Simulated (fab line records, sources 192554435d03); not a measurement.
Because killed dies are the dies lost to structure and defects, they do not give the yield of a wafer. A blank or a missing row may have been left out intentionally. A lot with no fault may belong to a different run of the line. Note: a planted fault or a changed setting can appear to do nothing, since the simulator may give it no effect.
fab line records    flow n5Finfet
[record] lots = 5  wafers = 15  lastDay = 18
route steps=1938 shown BEOL_M7@1329 BEOL_M8@1332
lots that met no fault: from a run of the same line without faults
startH: hours from the record's first day to the start of the lot's first wafer shown    waitH: hours since the lot's step before    " the same as in the row above    L1.1+2: a single row standing in for several wafers    - value missing, or start not given    * or withheld: withheld    < > ~ a bound
route shown NAME@n: NAME is a module with steps in the file, n the number in the route of the first one    usual: the fault-free wafers' mean and standard deviation    same: alike in all rows    chamber/n: place in a boat    sites: each site's reading    _std_site: standard deviation across them    _edge_site: mean of outer sites minus mean of inner sites    radiusMm: for every site, how far away it sits from the centre of the wafer    mask NAME#n: copy n    behind: the last tool/chamber to shape the wafer    hold: why the lot went on hold/how many hours it stayed there/how the hold came to an end    device: names the non-switching transistor (n, p or np)    end of line: tests of these same wafers at the route's end    a step given without rows: its recipe and nothing more    killed: at the first sort, the dies lost to defects and structure; wafer yield is something else    map: a wafer's dies, marking killed ones x, the rest . and places with no die _
set.NAME: setting as actually run; set.NAME@STEP: the setting as run at that earlier step    model.NAME: the simulator's own value behind a step, which no gauge read
certain route steps with their lots: each step a table, each wafer a row
services: the hour from which a tool's chamber was out of use, counted from the record's first day as startH (under 0 if before that day), plus the number of hours and why
[[steps]]
[step N5_BEOL_M7_DEP_56]
[recipe] material = SiCN  targetThkA = 100  tempC = withheld  precursor = 3MS/NH3  pressureTorr = 3  rfW = 202  timeS = 17.5
[usual] showerheadPlenumPTorr = 3.668/0.013  throttleValvePct = 8.9/0.39
lot.wafer  tool      chamber  startH  waitH  showerheadPlenumPTorr  throttleValvePct
L078.2     pecvd-02  2        204.47  0.0    3.698                  9.2
L078.4     "         0        "       "      3.673                  8.7
L078.6     "         2        "       "      3.694                  9.1
L080.2     pecvd-04  2        231.05  0.0    3.672                  8.3
L080.5     "         1        "       "      3.654                  8.6
L080.6     "         0        "       "      3.661                  9.1
L081.2     pecvd-04  1        238.79  0.0    3.665                  8.8
L081.4     "         2        "       "      3.657                  8.3
L081.6     "         0        "       "      3.669                  9.0
L093.1     pecvd-04  2        321.25  0.0    3.653                  8.1
L093.3     "         0        "       "      3.681                  8.8
L093.4     "         1        "       "      3.669                  9.0
L097.3     pecvd-02  1        349.93  0.0    3.676                  9.4
L097.4     "         1        "       "      3.674                  9.6
L097.5     "         2        "       "      3.700                  8.8
[step N5_BEOL_M7_RS_MEAS_57]
[recipe] thkMeasGauge = four-point-probe  reads = Cu_of_BEOL_M7_ECD_50+Co_of_BEOL_M7_CVD_78+TaN_of_BEOL_M7_ALD_77
[usual] M7_RS = 0.289/0.0078
lot.wafer  tool          chamber  startH  waitH  M7_RS[ohm/sq]
L078.2     filmMetro-02  -        204.54  0.1    0.289
L078.4     "             -        "       "      0.287
L078.6     "             -        "       "      0.288
L080.2     filmMetro-02  -        231.12  0.1    0.284
L080.5     "             -        "       "      0.278
L080.6     "             -        "       "      0.289
L081.2     filmMetro-01  -        238.86  0.1    0.287
L081.4     "             -        "       "      0.275
L081.6     "             -        "       "      0.284
L093.1     filmMetro-01  -        321.32  0.1    0.293
L093.3     "             -        "       "      0.298
L093.4     "             -        "       "      0.299
L097.3     filmMetro-02  -        350.00  0.1    0.293
L097.4     "             -        "       "      0.294
L097.5     "             -        "       "      0.290
[step N5_BEOL_M7_INSPECT_58]
[recipe] inspectInstrument = darkfield  mode = postDep
[usual] rawDefectCount = 70/23
lot.wafer  tool              chamber  startH  waitH  rawDefectCount
L078.2     defectInspect-02  -        204.57  0.0    64
L078.4     "                 -        "       "      51
L078.6     "                 -        "       "      64
L080.2     defectInspect-01  -        231.15  0.0    123
L080.5     "                 -        "       "      50
L080.6     "                 -        "       "      108
L081.2     defectInspect-01  -        238.88  0.0    70
L081.4     "                 -        "       "      70
L081.6     "                 -        "       "      83
L093.1     defectInspect-01  -        321.34  0.0    63
L093.3     "                 -        "       "      87
L093.4     "                 -        "       "      50
L097.3     defectInspect-01  -        350.03  0.0    60
L097.4     "                 -        "       "      32
L097.5     "                 -        "       "      63
[step N5_BEOL_M8_ILD_DEP_00]
[recipe] material = SiCOH_lowk  targetThkA = 1797.5  tempC = 300  precursor = DEMS/porogen  pressureTorr = 5  rfW = 500  timeS = 33.4
[usual] heaterPowerW = 306/55  showerheadPlenumPTorr = 5.730/0.014  throttleValvePct = 13.5/0.6
lot.wafer  tool      chamber  startH  waitH  heaterPowerW  showerheadPlenumPTorr  throttleValvePct
L078.2     pecvd-01  1        204.60  0.0    270           5.718                  14.0
L078.4     "         2        "       "      267           5.729                  12.1
L078.6     "         0        "       "      293           5.714                  14.2
L080.2     pecvd-04  0        231.19  0.0    239           5.746                  14.3
L080.5     "         1        "       "      262           5.743                  13.5
L080.6     "         0        "       "      238           5.743                  14.4
L081.2     pecvd-01  1        238.92  0.0    276           5.734                  13.9
L081.4     "         2        "       "      275           5.750                  12.3
L081.6     "         1        "       "      284           5.732                  13.8
L093.1     pecvd-04  0        321.38  0.0    275           5.748                  14.2
L093.3     "         2        "       "      367           5.740                  12.6
L093.4     "         0        "       "      282           5.748                  14.2
L097.3     pecvd-04  0        350.06  0.0    230           5.730                  13.8
L097.4     "         1        "       "      231           5.731                  13.7
L097.5     "         0        "       "      239           5.757                  13.9
[step N5_BEOL_M8_CURE_74]
[recipe] tempC = 385  timeS = 240  ambient = He/Ar  material = SiCOH_lowk
[usual] lampPowerPct = 52.31/0.058  wafer_temp_C_max = 386.7/0.48
lot.wafer  tool       chamber  startH  waitH  lampPowerPct  wafer_temp_C_max
L078.2     uvCure-02  0        204.83  0.2    52.37         387.0
L078.4     "          0        "       "      52.33         386.4
L078.6     "          0        "       "      52.28         387.1
L080.2     uvCure-03  0        231.33  0.1    52.44         386.4
L080.5     "          0        "       "      52.22         387.2
L080.6     "          0        "       "      52.39         386.9
L081.2     uvCure-02  2        239.06  0.1    52.30         385.9
L081.4     "          2        "       "      52.31         386.6
L081.6     "          2        "       "      52.31         386.1
L093.1     uvCure-01  1        321.44  0.0    52.22         386.7
L093.3     "          1        "       "      52.40         386.7
L093.4     "          1        "       "      52.34         386.6
L097.3     uvCure-02  2        350.60  0.5    52.24         386.9
L097.4     "          2        "       "      52.28         386.2
L097.5     "          2        "       "      52.21         387.4
[step N5_BEOL_M8_THK_MEAS_01]
[recipe] reads = SiCOH_lowk_of_BEOL_M8_ILD_DEP_00
[usual] M8_ILD_THK = 154.7/1.9
lot.wafer  tool          chamber  startH  waitH  M8_ILD_THK[nm]
L078.2     filmMetro-01  -        205.66  0.7    151.9
L078.4     "             -        "       "      153.6
L078.6     "             -        "       "      155.0
L080.2     filmMetro-02  -        231.76  0.4    154.5
L080.5     "             -        "       "      154.1
L080.6     "             -        "       "      156.0
L081.2     filmMetro-02  -        239.50  0.4    152.7
L081.4     "             -        "       "      154.9
L081.6     "             -        "       "      155.8
L093.1     filmMetro-02  -        321.95  0.4    156.1
L093.3     "             -        "       "      155.0
L093.4     "             -        "       "      158.1
L097.3     filmMetro-01  -        350.95  0.3    154.4
L097.4     "             -        "       "      155.8
L097.5     "             -        "       "      156.9
[step N5_BEOL_M8_PECVD_70]
[recipe] material = SiO2  targetThkA = 200  tempC = 400  precursor = TEOS/O2  pressureTorr = 5.5  rfW = 450  teosFlowSccm = 53.8  gas = O2  flowSccm = 3000  timeS = 22.7
[usual] heaterPowerW = 670/110  showerheadPlenumPTorr = 8.74/0.054  throttleValvePct = 21.8/0.97
lot.wafer  tool      chamber  startH  waitH  heaterPowerW  showerheadPlenumPTorr  throttleValvePct
L078.2     pecvd-01  1        205.70  0.0    584           8.76                   22.6
L078.4     "         2        "       "      675           8.74                   19.9
L078.6     "         1        "       "      603           8.75                   22.5
L080.2     pecvd-01  2        231.80  0.0    614           8.78                   20.1
L080.5     "         0        "       "      673           8.65                   22.3
L080.6     "         1        "       "      668           8.74                   22.6
L081.2     pecvd-01  0        239.53  0.0    628           8.65                   22.6
L081.4     "         1        "       "      599           8.74                   22.0
L081.6     "         0        "       "      626           8.63                   22.7
L093.1     pecvd-01  0        321.99  0.0    637           8.65                   22.6
L093.3     "         2        "       "      680           8.76                   20.3
L093.4     "         2        "       "      667           8.77                   20.3
L097.3     pecvd-01  0        351.01  0.1    629           8.63                   22.7
L097.4     "         1        "       "      588           8.74                   22.3
L097.5     "         1        "       "      596           8.73                   22.6
[step N5_BEOL_M8_HM_DEP_02]
[recipe] material = TiN  targetThkA = 200  tempC = 25  chamberPressurePa = 0.49996
[usual] chamberPressurePa = 0.4999/0.001  throttleValvePct = 29.7/0.9
lot.wafer  tool           chamber  startH  waitH  chamberPressurePa  throttleValvePct
L078.2     pvdSputter-03  -        206.34  0.6    0.5019             28.6
L078.4     "              -        "       "      0.4977             31.7
L078.6     "              -        "       "      0.4989             29.8
L080.2     pvdSputter-02  -        234.65  2.8    0.5001             29.1
L080.5     "              -        "       "      0.4998             29.3
L080.6     "              -        "       "      0.5008             29.0
L081.2     pvdSputter-03  -        241.86  2.3    0.4981             30.6
L081.4     "              -        "       "      0.4986             29.5
L081.6     "              -        "       "      0.4986             29.5
L093.1     pvdSputter-01  -        325.09  3.1    0.5007             30.5
L093.3     "              -        "       "      0.5009             30.4
L093.4     "              -        "       "      0.5010             31.4
L097.3     pvdSputter-03  -        352.88  1.9    0.4994             28.7
L097.4     "              -        "       "      0.5003             30.7
L097.5     "              -        "       "      0.4997             32.0
[step N5_BEOL_M8_COAT_59]
[recipe] resist = SOC  tempC = 250  timeS = 60  spinRpm = 1500  resistThkNm = 100
[usual] plateTempC = 250.04/0.15
lot.wafer  tool           chamber  startH  waitH  plateTempC
L078.2     lithoTrack-03  0        206.47  0.1    249.88
L078.4     "              0        "       "      250.04
L078.6     "              0        "       "      250.03
L080.2     lithoTrack-04  0        234.78  0.1    250.39
L080.5     "              0        "       "      250.29
L080.6     "              0        "       "      250.40
L081.2     lithoTrack-03  0        241.99  0.1    250.04
L081.4     "              0        "       "      250.08
L081.6     "              0        "       "      250.06
L093.1     lithoTrack-04  0        325.21  0.1    250.05
L093.3     "              0        "       "      249.86
L093.4     "              0        "       "      250.09
L097.3     lithoTrack-01  0        353.00  0.1    250.09
L097.4     "              0        "       "      250.06
L097.5     "              0        "       "      249.85
[step N5_BEOL_M8_COAT_60]
[recipe] resist = SiARC  tempC = 220  timeS = 60  spinRpm = 1500  resistThkNm = 35
[usual] plateTempC = 220.01/0.15
lot.wafer  tool           chamber  startH  waitH  plateTempC
L078.2     lithoTrack-03  0        -       -      219.99
L078.4     "              0        "       "      219.89
L078.6     "              0        "       "      219.92
L080.2     lithoTrack-04  0        -       -      220.00
L080.5     "              0        "       "      220.01
L080.6     "              0        "       "      220.20
L081.2     lithoTrack-03  0        -       -      220.12
L081.4     "              0        "       "      220.27
L081.6     "              0        "       "      220.16
L093.1     lithoTrack-04  0        -       -      220.00
L093.3     "              0        "       "      219.89
L093.4     "              0        "       "      219.95
L097.3     lithoTrack-01  0        -       -      220.12
L097.4     "              0        "       "      220.08
L097.5     "              0        "       "      220.24
[step N5_BEOL_M8_COAT_05]
[recipe] resist = CAR-ArF  spinRpm = 1500  resistThkNm = 90
lot.wafer   tool           chamber  startH  waitH
L078.2+4+6  lithoTrack-03  0        -       -
L080.2+5+6  lithoTrack-04  0        -       -
L081.2+4+6  lithoTrack-03  0        -       -
L093.1+3+4  lithoTrack-04  0        -       -
L097.3+4+5  lithoTrack-01  0        -       -
[step N5_BEOL_M8_EBR_07]
[recipe] solvent = PGMEA  ebrWidthMm = 1.5
lot.wafer   tool           chamber  startH  waitH
L078.2+4+6  lithoTrack-03  0        -       -
L080.2+5+6  lithoTrack-04  0        -       -
L081.2+4+6  lithoTrack-03  0        -       -
L093.1+3+4  lithoTrack-04  0        -       -
L097.3+4+5  lithoTrack-01  0        -       -
[step N5_BEOL_M8_SOFTBAKE_06]
[recipe] tempC = 110  timeS = 60  resist = CAR-ArF
[usual] plateTempC = 110.00/0.11
lot.wafer  tool           chamber  startH  waitH  plateTempC
L078.2     lithoTrack-03  0        -       -      110.11
L078.4     "              0        "       "      110.09
L078.6     "              0        "       "      109.86
L080.2     lithoTrack-04  0        -       -      109.86
L080.5     "              0        "       "      109.99
L080.6     "              0        "       "      109.97
L081.2     lithoTrack-03  0        -       -      109.91
L081.4     "              0        "       "      109.97
L081.6     "              0        "       "      109.84
L093.1     lithoTrack-04  0        -       -      109.72
L093.3     "              0        "       "      109.95
L093.4     "              0        "       "      109.97
L097.3     lithoTrack-01  0        -       -      110.02
L097.4     "              0        "       "      110.03
L097.5     "              0        "       "      109.93
[step N5_BEOL_M8_EXPOSE_08]
[recipe] maskId = M8  na = 1.35  sourceShape = dipole  sigmaInner = 0.817  sigmaOuter = 0.97  polarization = te  doseMj = 68.25
[same] na = 1.35
lot.wafer   tool            chamber  startH  waitH  mask
L078.2+4+6  arfiScanner-03  0        206.72  -      M8#0
L080.2+5+6  arfiScanner-03  0        234.90  -      M8#0
L081.2+4+6  arfiScanner-01  0        242.24  -      M8#0
L093.1+3+4  arfiScanner-01  0        325.46  -      M8#0
L097.3+4+5  arfiScanner-01  0        353.27  -      M8#0
[step N5_BEOL_M8_PEB_09]
[recipe] pebTempC = withheld  pebTimeS = 60  resist = CAR-ArF
lot.wafer   tool           chamber  startH  waitH
L078.2+4+6  lithoTrack-04  0        206.77  0.0
L080.2+5+6  lithoTrack-04  0        234.96  0.0
L081.2+4+6  lithoTrack-01  0        242.29  0.0
L093.1+3+4  lithoTrack-04  0        325.52  0.1
L097.3+4+5  lithoTrack-03  0        353.32  0.0
[step N5_BEOL_M8_DEVELOP_10]
[recipe] developTimeS = 30  developer = TMAH  resist = CAR-ArF  rinseLiquid = diw  dry = airSpin  devTempC = 23
lot.wafer   tool           chamber  startH  waitH
L078.2+4+6  lithoTrack-04  0        -       -
L080.2+5+6  lithoTrack-04  0        -       -
L081.2+4+6  lithoTrack-01  0        -       -
L093.1+3+4  lithoTrack-04  0        -       -
L097.3+4+5  lithoTrack-03  0        -       -
[[services]]
tool            chamber  startH  hours  kind
arfiScanner-01  -        184.70  3.1    pm
pecvd-02        -        206.05  3.1    repair
arfiScanner-01  -        213.62  1.3    pm
pecvd-02        -        217.20  2.8    pm
arfiScanner-03  -        222.64  1.5    pm
pecvd-02        1        235.00  3.7    repair
uvCure-02       -        245.75  14.6   pm
arfiScanner-03  -        248.64  1.3    pm
arfiScanner-01  -        259.28  10.8   repair
uvCure-02       -        260.35  7.5    pm
pecvd-04        1        265.09  6.4    repair
arfiScanner-01  -        270.86  1.0    pm
arfiScanner-01  -        271.86  0.8    pm
arfiScanner-01  -        282.51  0.8    repair
arfiScanner-01  -        299.75  0.9    repair
pecvd-04        0        302.31  12.1   repair
arfiScanner-01  -        311.96  1.0    pm
arfiScanner-01  -        314.74  1.9    repair
arfiScanner-01  -        328.63  0.8    pm
pvdSputter-03   -        336.33  4.2    repair
arfiScanner-01  -        339.12  1.3    pm
arfiScanner-01  -        347.23  0.2    repair
pecvd-01        2        347.36  12.4   repair
arfiScanner-01  -        347.70  4.9    pm
[[key]]
fault none
